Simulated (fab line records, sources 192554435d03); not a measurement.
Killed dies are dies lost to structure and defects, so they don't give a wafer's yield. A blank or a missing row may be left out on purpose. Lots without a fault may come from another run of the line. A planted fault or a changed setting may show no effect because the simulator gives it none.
Chamber matching | flow n5_finfet | N5_FIN_SAQP_HM_DEP_72 on pecvd-02: 3 sister chambers
The step deposits SiO2 from SiH4/N2O, target thk 12 nm, time 7.2 s. 16 wafers are shown with their chamber, then 8 later ones without.

WAFERS WITH THEIR CHAMBER
wafer  | chamber | showerhead_plenum_p_Torr (Torr) | heater_power_w (W)
L077.1 | 0       | 8.29                            | 638
L077.2 | 1       | 7.89                            | 763
L077.6 | 1       | 7.86                            | 779
L081.3 | 1       | 7.91                            | 691
L081.5 | 1       | 7.90                            | 694
L081.6 | 0       | 8.25                            | 743
L086.1 | 2       | 8.13                            | 1004
L086.2 | 1       | 7.91                            | 697
L086.5 | 0       | 8.25                            | 699
L088.1 | 0       | 8.24                            | 707
L088.2 | 1       | 7.90                            | 802
L088.6 | 0       | 8.25                            | 686
L089.1 | 2       | 8.13                            | 1035
L089.2 | 1       | 7.88                            | 725
L089.4 | 0       | 8.27                            | 664
L091.1 | 0       | 8.23                            | 673

SIGNATURES (means of the wafers above)
reading                  | chamber 0 | chamber 1 | chamber 2 | scatter within a chamber
showerhead_plenum_p_Torr | 8.2543    | 7.8929    | 8.1300    | 0.0182
heater_power_w           | 687.14    | 735.86    | 1019.50   | 38.9
Rule: a wafer's distance from a chamber is the root of the sum, over the readings, of the square of ((its reading less the chamber's mean) divided by the reading's scatter). The wafer belongs to the nearest chamber; if the next one is less than 2 further off, it can't be placed. The scatter: the root of (the sum of the squares of (reading less its chamber's mean) over the shown wafers, divided by (wafers less chambers)).

WAFERS WITHOUT THEIR CHAMBER
wafer  | showerhead_plenum_p_Torr (Torr) | heater_power_w (W)
L091.2 | 8.14                            | 932
L091.3 | 8.26                            | 680
L094.4 | 7.89                            | 750
L094.5 | 8.23                            | 656
L094.6 | 8.13                            | 971
L095.1 | 7.88                            | 767
L095.4 | 7.90                            | 758
L095.5 | 8.25                            | 625

WHICH CHAMBER EACH WENT THROUGH
wafer  | from the rows above | in truth
L091.2 | 2                   | 2
L091.3 | 0                   | 0
L094.4 | 1                   | 1
L094.5 | 0                   | 0
L094.6 | 2                   | 2
L095.1 | 1                   | 1
L095.4 | 1                   | 1
L095.5 | 0                   | 0
Placed correctly: 8 of 8. Can't be placed from these rows: 0. Placed wrongly: 0.
